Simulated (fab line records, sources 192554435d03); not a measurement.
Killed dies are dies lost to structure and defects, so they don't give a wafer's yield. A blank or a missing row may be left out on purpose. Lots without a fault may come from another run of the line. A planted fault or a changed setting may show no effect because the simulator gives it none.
Chamber matching | flow n5_finfet | N5_FIN_SAQP_ETCH_52 on rie_diel-02: 4 sister chambers
The step etches SOC in N2/H2, target depth 100 nm, overetch 20 nm, time 150 s. 20 wafers are shown with their chamber, then 10 later ones without.

WAFERS WITH THEIR CHAMBER
wafer  | chamber | drypump_motor_current_A (A) | showerhead_plenum_p_Torr (Torr) | throttle_valve_pct (%)
L074.1 | 2       | 5.0                         | 2.45                            | 18.06
L074.5 | 0       | 5.6                         | 2.54                            | 17.89
L074.6 | 3       | 4.9                         | 2.56                            | 17.81
L077.1 | 1       | 5.4                         | 2.50                            | 17.83
L077.2 | 0       | 5.6                         | 2.54                            | 17.90
L077.6 | 2       | 5.0                         | 2.45                            | 18.05
L081.2 | 3       | 4.9                         | 2.56                            | 17.84
L081.4 | 3       | 4.9                         | 2.56                            | 17.84
L081.6 | 2       | 5.0                         | 2.44                            | 18.08
L082.2 | 3       | 4.9                         | 2.56                            | 17.85
L082.3 | 1       | 5.4                         | 2.50                            | 17.84
L082.6 | 3       | 4.9                         | 2.56                            | 17.85
L084.1 | 3       | 4.9                         | 2.55                            | 17.86
L084.2 | 2       | 5.0                         | 2.44                            | 18.11
L084.4 | 0       | 5.6                         | 2.53                            | 17.91
L085.1 | 1       | 5.3                         | 2.50                            | 17.85
L085.2 | 0       | 5.6                         | 2.53                            | 17.93
L085.4 | 2       | 5.0                         | 2.44                            | 18.08
L091.3 | 0       | 5.6                         | 2.53                            | 17.96
L091.4 | 3       | 4.9                         | 2.55                            | 17.89

SIGNATURES (means of the wafers above)
reading                  | chamber 0 | chamber 1 | chamber 2 | chamber 3 | scatter within a chamber
drypump_motor_current_A  | 5.600     | 5.367     | 5.000     | 4.900     | 0.0204
showerhead_plenum_p_Torr | 2.5340    | 2.5000    | 2.4440    | 2.5571    | 0.00489
throttle_valve_pct       | 17.9180   | 17.8400   | 18.0760   | 17.8486   | 0.0236
Rule: a wafer's distance from a chamber is the root of the sum, over the readings, of the square of ((its reading less the chamber's mean) divided by the reading's scatter). The wafer belongs to the nearest chamber; if the next one is less than 2 further off, it can't be placed. The scatter: the root of (the sum of the squares of (reading less its chamber's mean) over the shown wafers, divided by (wafers less chambers)).

WAFERS WITHOUT THEIR CHAMBER
wafer  | drypump_motor_current_A (A) | showerhead_plenum_p_Torr (Torr) | throttle_valve_pct (%)
L091.6 | 5.0                         | 2.43                            | 18.13
L092.1 | 5.6                         | 2.53                            | 17.95
L092.3 | 5.0                         | 2.43                            | 18.12
L092.6 | 5.0                         | 2.43                            | 18.13
L093.1 | 4.9                         | 2.55                            | 17.90
L093.4 | 5.6                         | 2.52                            | 17.96
L093.6 | 5.3                         | 2.49                            | 17.44
L094.1 | 5.0                         | 2.55                            | 17.89
L094.2 | 5.0                         | 2.43                            | 18.12
L094.3 | 5.6                         | 2.52                            | 17.97

WHICH CHAMBER EACH WENT THROUGH
wafer  | from the rows above | in truth
L091.6 | 2                   | 2
L092.1 | 0                   | 0
L092.3 | 2                   | 2
L092.6 | 2                   | 2
L093.1 | 3                   | 3
L093.4 | 0                   | 0
L093.6 | 1                   | 1
L094.1 | 3                   | 3
L094.2 | 2                   | 2
L094.3 | 0                   | 0
Placed correctly: 10 of 10. Can't be placed from these rows: 0. Placed wrongly: 0.
